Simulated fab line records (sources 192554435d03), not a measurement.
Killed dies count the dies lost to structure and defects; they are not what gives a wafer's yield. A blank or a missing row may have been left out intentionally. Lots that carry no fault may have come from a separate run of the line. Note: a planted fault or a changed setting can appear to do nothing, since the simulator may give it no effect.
Struck lot and sound lot, side by side | flow n5-finfet | 26 out of 1938 route steps
Sound: wafers L477.2, L477.3, L477.5. The struck wafers were L463.1, L463.5. Last of all comes the cause.
Each step with rows lists, per side, the tool, then ch with its chambers, then its first start. Under that, the readings that differ: sound wafers | struck wafers | difference of the means | sigmas: that difference in standard deviations of wafers without a fault.
alike: words and numbers the same on both sides, and readings whose means are apart by under 2 such deviations; not compared: readings that were withheld, readings missing a value for some wafer, numbers with overlapping values and no deviation given by the record, and bounds like >300 which may hide the same value.
A row with sigmas, a row that says differs or no value, or rows on one side alone: a step with any of these is where the two part. Non-overlapping numbers with no deviation appear without sigmas and do not part them. Lack of a reading on every wafer of one side parts them only where that side has two or more wafers.

first, 9 steps without rows for these wafers: N5_BEOL_M0_SAQP_EXPOSE_11 (exposes mask M0 CORE, target cd 42 nm); N5_BEOL_M0_SAQP_PEB_12 (peb time 60 s); N5_BEOL_M0_SAQP_DEVELOP_13 (develop time 30 s); N5_BEOL_M0_SAQP_DESCUM_19 (chemistry O2, time 7.9 s); N5_BEOL_M0_SAQP_ETCH_83 (etches SiARC in CF4, target depth 39 nm, time 65 s); N5_BEOL_M0_SAQP_ETCH_84 (etches SOC in N2/H2, target depth 100 nm, overetch 20 nm, time 150 s); N5_BEOL_M0_SAQP_STRIP_80 (strips in N2/H2); N5_BEOL_M0_SAQP_HM_OPEN_112 (chemistry CHF3/O2, target SiO2, stops on a-Si, target depth 12 nm, time 13.5 s); N5_BEOL_M0_SAQP_STRIP_113 (strips in CHF3/O2).
N5_BEOL_M0_SAQP_MANDREL_ETCH_20: etches a-Si in HBr/Cl2, stops on SiNx, target depth 60 nm, bt time 10 s, time 30 s.
  sound on rie-si-06 ch 0,3, day 10 07:13; struck on rie-si-06 ch 1,3, day 6 23:23
  reading                                         | sound          | struck    | difference | sigmas
  model.SOC_of_BEOL_M0_SAQP_COAT_81.thk-nm (nm)   | 76.4 76.2 76.6 | 68.2 69.4 | -7.6       |
  model.SiNx_of_BEOL_M0_SAQP_PECVD_97.thk-nm (nm) | 18.2 18.4 18.6 | 14.2 14.6 | -4.0       |
  alike: HBr_flow_sccm, drypump-motor-current-A, he-backside-leak-sccm, oes-product-au, throttle-valve-pct
  not compared: rf-hours-counter-h
then, 12 steps without rows for these wafers: N5_BEOL_M0_SAQP_STRIP_86 (strips in N2/H2); N5_BEOL_M0_SAQP_STRIP_115 (strips in post etch residue remover, time 60 s); N5_BEOL_M0_SAQP_SRD_93 (time 30 s); N5_BEOL_M0_SAQP_RECESS_114 (chemistry HF/NH3, target SiO2, target depth 14.4 nm, afs cycles 3, sublimation time 60 s); N5_BEOL_M0_SAQP_SPACER1_ALD_98 (deposits SiO2, target thk 12.8 nm, pulse time 1 s, purge time 2 s); N5_BEOL_M0_SAQP_SPACER1_ETCHBACK_99 (etches SiO2 in CHF3/O2, target depth 15.4 nm, time 7.7 s); N5_BEOL_M0_SAQP_MANDREL1_REMOVE_100 (chemistry HBr/Cl2/O2, target a-Si, stops on SiNx, bt time 10 s); N5_BEOL_M0_SAQP_ETCH_101 (etches SiNx in CH3F/O2, target depth 29.9 nm, time 42.7 s); N5_BEOL_M0_SAQP_ETCH_102 (etches SiO2 in CF4, target depth 4 nm, time 4.4 s); N5_BEOL_M0_SAQP_MANDREL_ETCH_103 (etches a-Si in HBr/Cl2, stops on SiCN, target depth 45 nm, bt time 10 s, time 27 s); N5_BEOL_M0_SAQP_RECESS_104 (chemistry HF/NH3, target SiO2, target depth 18 nm, afs cycles 3, sublimation time 60 s); N5_BEOL_M0_SAQP_COAT_105 (time 60 s, resist thk 100 nm).
N5_BEOL_M0_SAQP_ETCH_106: etches SOC in N2/H2, stops on SiNx, target depth 150 nm.
  sound on rie-diel-02 ch 0,1,2, day 10 09:22; struck on rie-diel-05 ch 2,3, day 7 01:41
  reading                                         | sound          | struck    | difference | sigmas
  model.SiNx_of_BEOL_M0_SAQP_PECVD_97.thk-nm (nm) | 15.2 15.6 15.6 | 11.2 11.6 | -4.1       |
  alike: drypump-motor-current-A, oes-product-au, rf-vpp-V, showerhead-plenum-p-Torr, throttle-valve-pct
  not compared: rf-hours-counter-h
then, 1 step without rows for these wafers: N5_BEOL_M0_SAQP_ETCH_107 (etches SiNx in CH3F/O2, target depth 30 nm).
-- record jumps: 4 days separate the struck wafers' starts on either side; left off in module BEOL_M0_SAQP, taken up again in module BEOL_M4, whose first shown step is the route's number 1111 --
N5_BEOL_M4_RC_MEAS_101:
  sound on prober-02 ch 0, day 13 12:44; struck on prober-02 ch 0, day 10 15:21
  alike: DIBL_N, DIBL_P, IOFF_N, IOFF_P, ION_N, ION_P, SS_N, SS_P, VT_N, VT_P
-- the record jumps here: 5 days lie between the struck wafers' starts before and after (it left off in module BEOL_M4 and takes up again in module PASSIVATION, whose first step shown is number 1936 of the route) --
N5_PASSIVATION_PROBE_49:
  sound on prober-02 at day 18 00:28; struck on prober-01 at day 15 04:39
  alike: defect-limited-yield, killed_at_M0_to_M3, killed_at_M4_up, killed-at-contacts, killed-at-front-end, killed-at-other, killed-dies, killed-open, killed-short, sort_bin_5_function, sort_bin_6_memory, sort-n-pass, sort-yield-pct

## WHERE THEY PART
Nowhere in this record.

WHY: what the simulator had put in
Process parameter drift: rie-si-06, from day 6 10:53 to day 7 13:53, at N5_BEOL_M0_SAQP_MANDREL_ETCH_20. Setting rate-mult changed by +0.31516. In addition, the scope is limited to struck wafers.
